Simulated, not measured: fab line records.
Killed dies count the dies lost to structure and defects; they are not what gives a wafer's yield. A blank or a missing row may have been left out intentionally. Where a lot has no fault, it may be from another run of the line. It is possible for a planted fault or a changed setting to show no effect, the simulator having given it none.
Chamber matching    flow n5_finfet    N5_BEOL_M5_ALD_86 on ald_metal-04 has 4 sister chambers
The step deposits TaN, pulse time 2 s, purge time 3 s, co reactant purge time 2 s. 8 wafers are shown with their chamber, then 8 later ones without.

## WAFERS, EACH WITH ITS CHAMBER
wafer   chamber  heater_power_w (W)  chamber_pressure_Torr (Torr)
L459.6  2        414                 2.997
L460.6  0        424                 3.010
L457.2  2        399                 2.996
L457.3  0        410                 2.996
L467.1  1        332                 3.005
L467.3  3        463                 3.003
L467.5  1        343                 3.008
L470.4  3        457                 2.999

## WAFERS WHOSE CHAMBER IS MISSING
wafer   heater_power_w (W)  chamber_pressure_Torr (Torr)
L470.5  408                 2.999
L470.6  464                 3.002
L475.4  337                 3.000
L475.5  401                 3.004
L475.6  342                 3.001
L474.2  467                 2.989
L474.4  339                 3.003
L474.6  447                 3.001

## WHICH CHAMBER EACH ONE RAN IN
wafer   from the rows above      in truth
L470.5  can't be placed: 2 or 0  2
L470.6  3                        3
L475.4  1                        1
L475.5  can't be placed: 2 or 0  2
L475.6  1                        1
L474.2  3                        3
L474.4  1                        1
L474.6  3                        3
Correctly placed: 6 of 8. Can't be placed from these rows: 2 (the true chamber is among the candidates in 2). Placed wrongly: 0.
How it was worked out, from the rows above alone: a wafer's distance from a chamber is the root of the sum, over the readings, of the square of ((its reading less the chamber's mean) divided by the reading's scatter). If the next closest chamber is less than 2 further off than the closest, the wafer can't be placed; otherwise it belongs to the closest. Each chamber's mean is taken over the wafers shown for it. The scatter: the root of (the sum of the squares of (reading less its chamber's mean) over the shown wafers, divided by (wafers less chambers)).
